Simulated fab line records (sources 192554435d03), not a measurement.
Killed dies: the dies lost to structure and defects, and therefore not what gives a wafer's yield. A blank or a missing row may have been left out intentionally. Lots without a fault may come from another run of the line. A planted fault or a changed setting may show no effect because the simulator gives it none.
fab line records	flow n5_finfet	part 1 of 2: steps 1 to 4 of 6
[record] lots = 17	wafers = 51	last_day = 17
route steps=1938 shown PMOS_HMC_CHANNEL_EPI@70 FIN_SAQP@126
lots untouched by any fault: they come from a run of this same line in which no faults occurred
start_h: hours from the record's first day to the start of the lot's first wafer shown	wait_h: time in hours since the lot's previous step	" repeats the value in the row above	L1.1+2: several wafers, shown together as one row	- no value, or no start given	* or withheld: withheld	< > ~ a bound
route shown NAME@n: NAME is a module with steps in the file, n the number in the route of the first one	usual: average and standard deviation across the fault-free wafers	same: alike in all rows	chamber/n: place in a boat	sites: each site's reading	_std_site: the values' standard deviation	_edge_site: outer sites' mean less inner sites'	radius_mm: for every site, how far away it sits from the centre of the wafer	mask NAME#n: copy n	behind: the most recent tool/chamber to have shaped the wafer	hold: what put the lot on hold/how long, in hours/how the hold closed	device: whichever transistor did not switch (one of n, p or np)	end of line: at the end of the route, the tests of the same wafers	a step without rows: its recipe alone	killed: dies lost to structure and defects at the first sort, not the wafer's yield	map: dies across one wafer; x = killed, . = not, _ = none there
set.NAME: the setting as run; set.NAME@STEP: as run at that earlier step	model.NAME: the simulator's own value behind a step, which no gauge read
steps of the route over a sample of lots; a table a step, a row a wafer
services: when a tool's chamber went out of use (start_h, in hours from the record's first day, below 0 if earlier), for how many hours, and the reason
[[steps]]
[step N5_PMOS_HMC_CHANNEL_EPI_HM_OPEN_15]
[recipe] chemistry = CHF3/O2	target = SiO2	mask_material = CAR-ArF-block	target_depth_a = 406	CHF3_flow_sccm = 50	O2_flow_sccm = 5	Ar_flow_sccm = 200	time_s = 20.3	pressure_mtorr = 30	source_w = 650	bias_w = 170	ion_energy_ev = 200
[usual] chamber_pressure_mTorr = 30.00/0.031	drypump_motor_current_A = 5.9/0.46	oes_product_au = 0.78/0.09	rf_vpp_V = 531/17	showerhead_plenum_p_Torr = 2.42/0.065	throttle_valve_pct = 18.91/0.23
lot.wafer	tool	chamber	start_h	wait_h	chamber_pressure_mTorr	drypump_motor_current_A	oes_product_au	rf_hours_counter_h	rf_vpp_V	showerhead_plenum_p_Torr	throttle_valve_pct
L074.2	rie_diel-02	1	18.44	0.0	30.02	6.6	0.87	41	565	2.44	18.53
L074.4	"	2	"	"	29.96	6.1	0.72	-	536	2.39	19.24
L074.5	"	1	"	"	30.04	6.6	0.88	-	565	2.44	18.52
L076.3	rie_diel-06	1	29.56	0.0	30.01	5.4	0.71	224	530	2.38	18.98
L076.5	"	0	"	"	30.03	6.0	0.91	-	516	2.47	19.04
L076.6	"	1	"	"	30.01	5.5	0.71	-	530	2.38	19.00
L077.2	rie_diel-06	0	35.26	0.0	30.01	6.0	0.91	30	515	2.47	19.04
L077.3	"	3	"	"	30.01	5.4	0.68	245	527	2.28	18.95
L077.4	"	2	"	"	29.82	5.4	0.78	113	548	2.41	19.07
L079.2	rie_diel-06	1	49.04	0.0	30.00	5.5	0.72	227	531	2.38	19.02
L079.3	"	0	"	"	29.99	6.0	0.92	35	515	2.47	19.04
L079.6	"	1	"	"	30.06	5.5	0.71	-	530	2.38	19.00
L082.1	rie_diel-06	0	65.78	0.0	29.98	6.1	0.88	41	515	2.46	19.05
L082.2	"	2	"	"	30.01	5.4	0.78	125	548	2.41	19.06
L082.3	"	0	"	"	30.00	6.1	0.89	-	515	2.46	19.06
L083.2	rie_diel-02	0	71.57	0.0	29.99	6.2	0.70	179	521	2.51	18.69
L083.5	"	1	"	"	29.99	6.6	0.85	-	566	2.44	18.57
L083.6	"	0	"	"	30.04	6.3	0.71	-	519	2.51	18.68
L084.2	rie_diel-03	1	77.49	0.0	30.04	5.7	0.77	141	514	2.32	19.17
L084.3	"	3	"	"	29.97	5.7	0.70	183	534	2.49	19.06
L084.4	"	2	"	"	29.99	6.6	0.67	233	542	2.47	19.11
L086.1	rie_diel-02	2	89.84	0.0	29.98	6.1	0.70	225	536	2.38	19.27
L086.2	"	1	"	"	30.05	6.6	0.84	65	564	2.44	18.58
L086.6	"	0	"	"	30.05	6.3	0.70	-	521	2.51	18.69
L087.1	rie_diel-02	0	96.59	0.0	30.00	6.3	0.69	186	520	2.50	18.71
L087.2	"	1	"	"	30.04	6.6	0.83	67	565	2.43	18.57
L087.4	"	2	"	"	29.96	6.1	0.69	227	536	2.38	19.27
L088.2	rie_diel-02	2	101.62	0.0	29.99	6.2	0.70	228	537	2.38	19.27
L088.5	"	2	"	"	29.98	6.1	0.70	-	537	2.38	19.26
L088.6	"	1	"	"	30.05	6.6	0.83	-	565	2.43	18.59
L089.1	rie_diel-06	0	107.62	0.0	29.99	6.1	0.87	55	515	2.46	19.06
L089.4	"	2	"	"	29.98	5.3	0.76	138	547	2.40	19.09
L089.6	"	1	"	"	30.02	5.5	0.70	-	531	2.37	19.02
L090.1	rie_diel-02	0	114.39	0.0	30.00	6.3	0.71	191	519	2.50	18.72
L090.3	"	2	"	"	29.99	6.1	0.70	232	535	2.38	19.26
L090.5	"	0	"	"	30.05	6.2	0.69	-	519	2.50	18.72
L092.2	rie_diel-03	2	125.65	0.0	29.96	6.6	0.67	247	543	2.47	19.11
L092.4	"	1	"	"	29.98	5.7	0.77	155	513	2.32	19.21
L092.6	"	1	"	"	29.98	5.6	0.76	-	512	2.32	19.20
L093.2	rie_diel-06	3	131.58	0.0	29.96	5.4	0.92	20	537	2.56	18.62
L093.3	"	0	"	"	29.98	6.0	0.85	63	516	2.46	19.10
L093.5	"	0	"	"	29.98	6.1	0.86	-	515	2.46	19.08
L094.1	rie_diel-03	3	138.19	0.0	30.02	5.7	0.69	199	532	2.49	19.08
L094.5	"	1	"	"	30.03	5.7	0.76	-	512	2.32	19.21
L094.6	"	3	"	"	29.99	5.7	0.69	-	531	2.49	19.09
L096.2	rie_diel-02	2	149.49	0.0	29.99	6.1	0.68	242	535	2.38	19.28
L096.4	"	3	"	"	30.00	5.3	0.86	39	507	2.35	18.64
L096.6	"	2	"	"	29.99	6.1	0.68	-	536	2.38	19.30
L097.3	rie_diel-06	3	155.61	0.0	30.00	5.4	0.90	28	537	2.56	18.64
L097.5	"	2	"	"	30.00	5.4	0.75	-	546	2.39	19.13
L097.6	"	1	"	"	29.98	5.5	0.99	-	530	2.37	18.67
[step N5_PMOS_HMC_CHANNEL_EPI_STRIP_33]
[recipe] chemistry = N2/H2	power_w = 500	temp_c = 40	pressure_mtorr = 50	rf_frequency_hz = 6e+07	overash_fraction = 0.3	bias_power_w = 8	h2_frac = 0.5	n2_flow_sccm = 300	h2_flow_sccm = 300
[usual] bias_power_w = 8.003/0.024	chamber_pressure_mTorr = 49.99/0.095	drypump_motor_current_A = 5.9/0.46	oes_product_au = 0.78/0.086	power_w = 500.0/1.5	rf_vpp_V = 54.4/1.7	showerhead_plenum_p_Torr = 3.38/0.085	throttle_valve_pct = 18.9/0.53
lot.wafer	tool	chamber	start_h	wait_h	bias_power_w	chamber_pressure_mTorr	drypump_motor_current_A	oes_product_au	power_w	rf_hours_counter_h	rf_vpp_V	showerhead_plenum_p_Torr	throttle_valve_pct
L074.2	rie_diel-02	1	18.50	0.0	8.020	50.10	6.6	0.87	501.1	41	56.1	3.42	18.6
L074.4	"	2	"	"	8.025	50.03	6.1	0.73	498.0	-	57.6	3.37	20.2
L074.5	"	1	"	"	7.987	49.99	6.6	0.86	500.3	-	54.4	3.41	18.7
L076.3	rie_diel-06	1	29.62	0.0	8.018	49.89	5.5	0.72	500.7	224	54.5	3.33	19.2
L076.5	"	0	"	"	7.991	50.15	6.0	0.91	500.5	-	53.4	3.44	18.8
L076.6	"	1	"	"	7.991	50.01	5.5	0.69	498.7	-	53.1	3.33	19.2
L077.2	rie_diel-06	0	35.32	0.0	8.006	49.92	6.1	0.92	498.6	30	52.1	3.44	18.8
L077.3	"	3	"	"	8.031	50.00	5.4	0.70	497.9	246	52.7	3.16	18.5
L077.4	"	2	"	"	7.970	49.81	5.4	0.79	498.5	113	56.2	3.40	19.2
L079.2	rie_diel-06	1	49.10	0.0	7.989	49.96	5.5	0.71	501.8	227	52.7	3.33	19.2
L079.3	"	0	"	"	7.975	50.03	6.1	0.90	499.8	35	54.4	3.44	18.8
L079.6	"	1	"	"	7.990	50.05	5.5	0.71	501.0	-	54.9	3.33	19.2
L082.1	rie_diel-06	0	65.86	0.1	8.008	50.08	6.0	0.89	502.2	41	54.9	3.43	18.9
L082.2	"	2	"	"	8.009	49.88	5.4	0.79	499.4	125	55.4	3.39	19.2
L082.3	"	0	"	"	7.986	49.95	6.0	0.89	500.0	-	55.1	3.43	18.8
L083.2	rie_diel-02	0	71.63	0.0	8.018	49.90	6.3	0.72	498.2	179	54.6	3.45	18.4
L083.5	"	1	"	"	7.999	49.98	6.6	0.84	500.5	-	55.5	3.40	18.7
L083.6	"	0	"	"	8.002	49.97	6.3	0.73	499.1	-	56.6	3.45	18.4
L084.2	rie_diel-03	1	77.55	0.0	8.028	49.85	5.7	0.77	498.4	141	54.0	3.19	18.5
L084.3	"	3	"	"	8.034	49.95	5.7	0.71	499.1	183	53.2	3.48	19.1
L084.4	"	2	"	"	7.983	49.99	6.6	0.69	499.0	233	51.6	3.42	18.5
L086.1	rie_diel-02	2	89.90	0.0	8.021	50.13	6.1	0.71	498.4	225	56.9	3.36	20.2
L086.2	"	1	"	"	7.953	50.04	6.6	0.83	499.7	65	53.1	3.40	18.7
L086.6	"	0	"	"	8.001	49.97	6.3	0.72	497.6	-	56.6	3.44	18.4
L087.1	rie_diel-02	0	96.64	0.0	8.042	50.02	6.3	0.70	500.7	186	49.1	3.44	18.4
L087.2	"	1	"	"	8.015	49.88	6.6	0.84	502.3	67	51.3	3.40	18.7
L087.4	"	2	"	"	7.955	50.02	6.1	0.71	501.4	227	51.4	3.36	20.3
L088.2	rie_diel-02	2	101.68	0.0	7.967	50.09	6.1	0.69	499.5	228	51.9	3.36	20.3
L088.5	"	2	"	"	7.988	50.02	6.1	0.70	498.6	-	56.1	3.36	20.2
L088.6	"	1	"	"	8.028	49.86	6.6	0.83	500.1	-	53.8	3.40	18.7
L089.1	rie_diel-06	0	107.68	0.0	7.985	50.05	6.1	0.87	500.4	56	54.8	3.43	18.9
L089.4	"	2	"	"	7.982	49.96	5.4	0.77	503.1	138	56.5	3.38	19.3
L089.6	"	1	"	"	7.995	49.82	5.5	0.71	499.6	-	56.4	3.32	19.2
L090.1	rie_diel-02	0	114.44	0.0	7.982	49.91	6.2	0.72	502.4	191	54.9	3.44	18.4
L090.3	"	2	"	"	8.002	49.96	6.1	0.70	501.5	232	56.0	3.35	20.2
L090.5	"	0	"	"	7.972	50.02	6.3	0.70	499.9	-	57.0	3.44	18.4
L092.2	rie_diel-03	2	125.71	0.0	8.000	50.14	6.6	0.69	502.3	247	54.6	3.41	18.5
L092.4	"	1	"	"	7.976	50.05	5.7	0.76	497.6	155	51.8	3.18	18.5
L092.6	"	1	"	"	7.971	49.94	5.7	0.77	500.3	-	52.4	3.18	18.5
L093.2	rie_diel-06	3	131.63	0.0	7.991	49.95	5.4	0.92	499.5	20	55.5	3.55	18.2
L093.3	"	0	"	"	7.996	49.95	6.0	0.86	497.9	63	52.7	3.42	18.9
L093.5	"	0	"	"	8.037	49.99	6.0	0.85	498.1	-	56.8	3.42	18.9
L094.1	rie_diel-03	3	138.24	0.0	8.016	49.90	5.8	0.72	499.1	199	53.7	3.47	19.1
L094.5	"	1	"	"	8.012	50.04	5.7	0.77	501.6	-	53.7	3.18	18.5
L094.6	"	3	"	"	8.014	50.10	5.7	0.71	499.7	-	52.1	3.47	19.1
L096.2	rie_diel-02	2	149.54	0.0	7.988	49.91	6.1	0.69	500.9	242	58.2	3.35	20.2
L096.4	"	3	"	"	8.046	49.91	5.2	0.87	501.2	39	53.4	3.28	18.3
L096.6	"	2	"	"	7.979	50.02	6.1	0.69	503.2	-	52.2	3.35	20.3
L097.3	rie_diel-06	3	155.67	0.0	7.995	49.88	5.5	0.92	498.8	28	53.7	3.55	18.1
L097.5	"	2	"	"	8.023	49.98	5.4	0.75	499.1	-	52.4	3.37	19.3
L097.6	"	1	"	"	7.980	50.00	5.5	0.99	499.6	-	54.2	3.32	18.9
[step N5_FIN_SAQP_SPACER1_ETCHBACK_25]
[recipe] chemistry = CHF3/O2	mode = anisotropic_etchback	target = SiO2	target_depth_a = 244	time_s = 12.2	pressure_mtorr = 30	source_w = 650	bias_w = 170	Ar_flow_sccm = 200	CHF3_flow_sccm = 50	O2_flow_sccm = 5	ion_energy_ev = 200
[usual] chamber_pressure_mTorr = 30.00/0.032	drypump_motor_current_A = 5.5/0.38	oes_product_au = 0.77/0.082	rf_vpp_V = 532/20	showerhead_plenum_p_Torr = 2.40/0.089	throttle_valve_pct = 18.93/0.21
lot.wafer	tool	chamber	start_h	wait_h	chamber_pressure_mTorr	drypump_motor_current_A	oes_product_au	rf_hours_counter_h	rf_vpp_V	showerhead_plenum_p_Torr	throttle_valve_pct
L074.2	rie_diel-04	0	24.22	0.4	29.94	6.0	0.70	207	538	2.51	19.02
L074.4	"	2	"	"	30.03	5.7	0.73	178	556	2.52	19.29
L074.5	"	0	"	"	30.02	6.0	0.70	-	538	2.51	19.03
L076.3	rie_diel-01	3	36.45	0.4	29.96	5.9	0.75	152	563	2.50	18.92
L076.5	"	0	"	"	29.96	6.0	0.69	-	567	2.37	19.06
L076.6	"	3	"	"	29.96	5.9	0.75	-	563	2.50	18.92
L077.2	rie_diel-05	1	41.87	0.4	30.03	5.6	0.87	25	524	2.37	18.61
L077.3	"	2	"	"	29.99	5.7	0.83	96	517	2.24	19.22
L077.4	"	0	"	"	29.99	4.9	0.75	152	513	2.30	18.92
L079.2	rie_diel-05	3	55.41	0.4	29.98	5.0	0.75	177	514	2.48	18.84
L079.3	"	2	"	"	30.03	5.7	0.83	101	515	2.24	19.22
L079.6	"	1	"	"	30.03	5.6	0.86	-	524	2.37	18.64
L082.1	rie_diel-05	3	71.96	0.4	29.99	5.0	0.74	184	513	2.48	18.85
L082.2	"	1	"	"	29.99	5.6	0.85	35	524	2.37	18.65
L082.3	"	2	"	"	29.98	5.7	0.82	107	515	2.24	19.23
L083.2	rie_diel-01	2	77.83	0.4	29.98	5.4	0.90	34	553	2.46	18.76
L083.5	"	3	"	"	29.96	5.9	0.74	-	563	2.49	18.94
L083.6	"	0	"	"	29.99	6.0	1.00	-	566	2.37	18.58
L084.2	rie_diel-01	0	84.24	0.7	29.95	6.0	0.99	4	568	2.37	18.58
L084.3	"	2	"	"	29.98	5.4	0.90	36	554	2.46	18.77
L084.4	"	2	"	"	29.98	5.4	0.91	-	553	2.46	18.77
L086.1	rie_diel-04	3	96.42	0.8	30.01	5.1	0.69	229	515	2.47	18.80
L086.2	"	2	"	"	29.99	5.6	0.72	204	557	2.51	19.30
L086.6	"	0	"	"	30.02	6.0	0.68	-	538	2.50	19.05
L087.1	rie_diel-04	1	104.33	0.4	29.96	5.6	0.70	212	515	2.31	19.10
L087.2	"	3	"	"	29.98	5.0	0.69	232	514	2.47	18.79
L087.4	"	0	"	"	29.98	6.0	0.67	237	538	2.50	19.07
L088.2	rie_diel-01	1	108.00	0.4	29.97	5.2	0.78	126	515	2.41	18.94
L088.5	"	3	"	"	30.01	5.9	0.73	-	561	2.49	18.95
L088.6	"	0	"	"	30.03	6.0	0.96	-	565	2.36	18.61
L089.1	rie_diel-04	3	113.61	0.4	30.02	5.0	0.70	236	516	2.47	18.79
L089.4	"	2	"	"	29.95	5.7	0.71	210	555	2.50	19.33
L089.6	"	1	"	"	29.99	5.6	0.70	-	517	2.31	19.12
L090.1	rie_diel-05	1	120.44	0.4	29.98	5.6	0.82	53	523	2.36	18.68
L090.3	"	3	"	"	30.06	5.0	0.73	200	514	2.47	18.89
L090.5	"	0	"	"	30.00	4.9	0.73	-	512	2.29	18.97
L092.2	rie_diel-05	1	131.85	0.4	29.99	5.5	0.82	57	522	2.36	18.66
L092.4	"	2	"	"	30.03	5.7	0.80	129	515	2.23	19.27
L092.6	"	3	"	"	30.00	5.0	0.71	-	516	2.47	18.89
L093.2	rie_diel-05	1	137.91	0.5	29.98	5.6	0.81	58	523	2.36	18.68
L093.3	"	3	"	"	30.01	5.0	0.72	206	513	2.47	18.89
L093.5	"	3	"	"	29.95	5.0	0.72	-	514	2.47	18.89
L094.1	rie_diel-04	2	144.45	0.4	30.03	5.7	0.70	220	554	2.50	19.33
L094.5	"	2	"	"	29.98	5.7	0.70	-	555	2.50	19.36
L094.6	"	1	"	"	30.02	5.6	0.68	-	517	2.31	19.13
L096.2	rie_diel-01	1	156.16	0.4	30.03	5.2	0.75	142	515	2.40	18.98
L096.4	"	2	"	"	29.98	5.4	0.86	61	553	2.45	18.81
L096.6	"	2	"	"	29.98	5.4	0.86	-	552	2.45	18.81
L097.3	rie_diel-01	0	161.97	0.4	30.02	6.0	0.92	31	565	2.36	18.63
L097.5	"	1	"	"	29.98	5.2	0.75	-	516	2.40	18.97
L097.6	"	2	"	"	30.02	5.4	0.86	-	554	2.45	18.79
[step N5_FIN_SAQP_ETCH_69]
[recipe] chemistry = N2/H2	target = SOC	target_depth_a = 1500	stop_on = SiNx	ion_energy_ev = 100	bias_w = 61	pressure_mtorr = 30	source_w = 850	n2_flow_sccm = 200	h2_flow_sccm = 200
[usual] chamber_pressure_mTorr = 29.999/0.026	drypump_motor_current_A = 5.5/0.39	oes_product_au = 0.76/0.074	rf_vpp_V = 240.5/1.5	showerhead_plenum_p_Torr = 2.52/0.093	throttle_valve_pct = 17.84/0.25
lot.wafer	tool	chamber	start_h	wait_h	chamber_pressure_mTorr	drypump_motor_current_A	oes_product_au	rf_hours_counter_h	rf_vpp_V	showerhead_plenum_p_Torr	throttle_valve_pct
L074.2	rie_diel-05	1	25.14	-	29.987	5.6	0.86	20	241.4	2.49	17.52
L074.4	"	2	"	"	29.973	5.7	0.83	90	238.2	2.38	18.24
L074.5	"	1	"	"	29.996	5.6	0.86	-	240.9	2.49	17.54
L076.3	rie_diel-01	0	37.59	-	30.036	6.0	0.68	245	239.5	2.48	17.99
L076.5	"	1	"	"	29.972	5.2	0.78	-	242.9	2.56	17.80
L076.6	"	2	"	"	30.028	5.4	0.92	-	240.5	2.58	17.47
L077.2	rie_diel-04	0	42.78	-	29.957	6.0	0.69	213	240.0	2.62	17.76
L077.3	"	3	"	"	30.008	5.1	0.71	209	243.4	2.64	17.85
L077.4	"	0	"	"	29.984	6.0	0.69	-	242.2	2.62	17.76
L079.2	rie_diel-05	2	56.32	-	29.997	5.7	0.81	101	239.5	2.37	18.27
L079.3	"	0	"	"	30.017	4.9	0.72	157	240.0	2.45	17.99
L079.6	"	3	"	"	29.975	5.0	0.72	-	241.0	2.62	17.65
L082.1	rie_diel-01	3	72.90	-	29.991	5.9	0.72	168	240.2	2.65	17.93
L082.2	"	1	"	"	30.024	5.2	0.76	115	241.0	2.55	17.83
L082.3	"	0	"	"	30.039	6.0	0.99	0	239.3	2.48	17.43
L083.2	rie_diel-04	1	78.95	-	29.995	5.6	0.69	203	239.3	2.43	18.00
L083.5	"	2	"	"	30.007	5.7	0.71	-	241.0	2.60	17.90
L083.6	"	1	"	"	30.012	5.6	0.69	-	236.6	2.43	18.00
L084.2	rie_diel-05	1	85.59	-	29.962	5.6	0.83	40	240.4	2.49	17.55
L084.3	"	2	"	"	29.994	5.7	0.80	112	237.6	2.37	18.28
L084.4	"	0	"	"	30.021	4.9	0.72	167	239.0	2.45	18.01
L086.1	rie_diel-04	0	97.78	-	30.042	6.1	0.68	234	241.5	2.61	17.80
L086.2	"	2	"	"	29.995	5.7	0.71	204	242.3	2.59	17.92
L086.6	"	3	"	"	29.989	5.1	0.69	-	241.1	2.63	17.88
L087.1	rie_diel-05	3	105.61	-	30.005	5.0	0.71	195	242.1	2.62	17.67
L087.2	"	0	"	"	29.989	4.9	0.72	174	239.1	2.45	18.02
L087.4	"	1	"	"	30.036	5.6	0.82	48	239.4	2.48	17.56
L088.2	rie_diel-04	0	108.91	-	29.977	6.0	0.66	238	240.6	2.61	17.81
L088.5	"	3	"	"	30.005	5.1	0.69	-	240.7	2.63	17.88
L088.6	"	0	"	"	30.013	6.0	0.67	-	241.2	2.61	17.80
L089.1	rie_diel-01	1	114.67	-	29.975	5.2	0.76	128	241.3	2.55	17.85
L089.4	"	0	"	"	30.060	6.0	0.93	14	241.6	2.48	17.48
L089.6	"	3	"	"	29.965	5.9	0.72	-	243.4	2.64	17.94
L090.1	rie_diel-05	2	121.36	-	30.065	5.7	0.79	125	238.9	2.36	18.31
L090.3	"	0	"	"	29.986	4.9	0.71	179	239.0	2.44	18.04
L090.5	"	1	"	"	29.969	5.6	0.81	-	240.8	2.48	17.57
L092.2	rie_diel-05	0	132.76	-	30.029	4.9	0.71	182	239.1	2.44	18.03
L092.4	"	1	"	"	29.954	5.6	0.80	57	239.4	2.48	17.61
L092.6	"	3	"	"	30.019	5.0	0.70	-	241.4	2.61	17.71
L093.2	rie_diel-04	1	138.83	-	30.003	5.6	0.68	224	240.2	2.42	18.03
L093.3	"	0	"	"	30.056	6.0	0.66	247	240.9	2.60	17.82
L093.5	"	3	"	"	30.000	5.0	0.69	-	243.2	2.63	17.89
L094.1	rie_diel-05	0	145.44	-	30.023	4.9	0.71	186	238.1	2.44	18.04
L094.5	"	2	"	"	30.021	5.8	0.78	-	239.2	2.36	18.34
L094.6	"	3	"	"	30.036	5.0	0.70	-	242.6	2.61	17.71
L096.2	rie_diel-05	1	157.08	-	30.006	5.6	0.80	65	240.4	2.48	17.59
L096.4	"	0	"	"	29.976	4.9	0.71	188	238.6	2.44	18.04
L096.6	"	1	"	"	30.003	5.6	0.79	-	239.5	2.48	17.59
L097.3	rie_diel-01	3	162.92	-	29.997	5.9	0.70	199	240.9	2.64	17.97
L097.5	"	0	"	"	30.018	6.0	0.91	-	240.0	2.47	17.51
L097.6	"	1	"	"	29.970	5.2	0.75	-	240.7	2.54	17.88
